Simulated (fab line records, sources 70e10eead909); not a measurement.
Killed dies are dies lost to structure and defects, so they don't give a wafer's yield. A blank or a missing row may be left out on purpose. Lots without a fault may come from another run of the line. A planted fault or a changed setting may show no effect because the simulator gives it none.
Chamber matching | flow nand_harc | NHARC_P_BONDPAD_ETCH_37 on rie_diel-02: 4 sister chambers
The step etches the open film in N2/H2, target depth 60 nm, overetch 18 nm, time 65.91 s. 4 wafers are shown with their chamber, then 11 later ones without.

WAFERS WITH THEIR CHAMBER
wafer  | chamber | drypump_motor_current_A (A)
L083.5 | 2       | 6.3
L087.1 | 1       | 5.7
L087.6 | 0       | 6.0
L089.2 | 3       | 5.7

WAFERS WITHOUT THEIR CHAMBER
wafer  | drypump_motor_current_A (A)
L089.4 | 6.4
L089.5 | 5.9
L088.3 | 6.3
L088.5 | 6.0
L088.6 | 5.7
L094.1 | 6.0
L094.4 | 6.4
L094.5 | 6.0
L097.1 | 6.3
L097.3 | 5.8
L097.4 | 5.7

WHICH CHAMBER EACH WENT THROUGH
wafer  | from the rows above          | in truth
L089.4 | 2                            | 2
L089.5 | can't be placed: 0 or 1 or 3 | 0
L088.3 | 2                            | 2
L088.5 | 0                            | 0
L088.6 | can't be placed: 1 or 3      | 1
L094.1 | 0                            | 0
L094.4 | 2                            | 2
L094.5 | 0                            | 0
L097.1 | 2                            | 2
L097.3 | can't be placed: 1 or 3 or 0 | 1
L097.4 | can't be placed: 1 or 3      | 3
Placed correctly: 7 of 11. Can't be placed from these rows: 4 (the true chamber is among the candidates in 4). Placed wrongly: 0.
How it was worked out, from the rows above alone: a wafer's distance from a chamber is the root of the sum, over the readings, of the square of ((its reading less the chamber's mean) divided by the reading's scatter). The wafer belongs to the nearest chamber; if the next one is less than 2 further off, it can't be placed. A chamber's mean is the mean of its shown wafers. The scatter: with one shown wafer a chamber, the root of the mean of the squares of how far each hidden wafer lies from its nearest shown one.
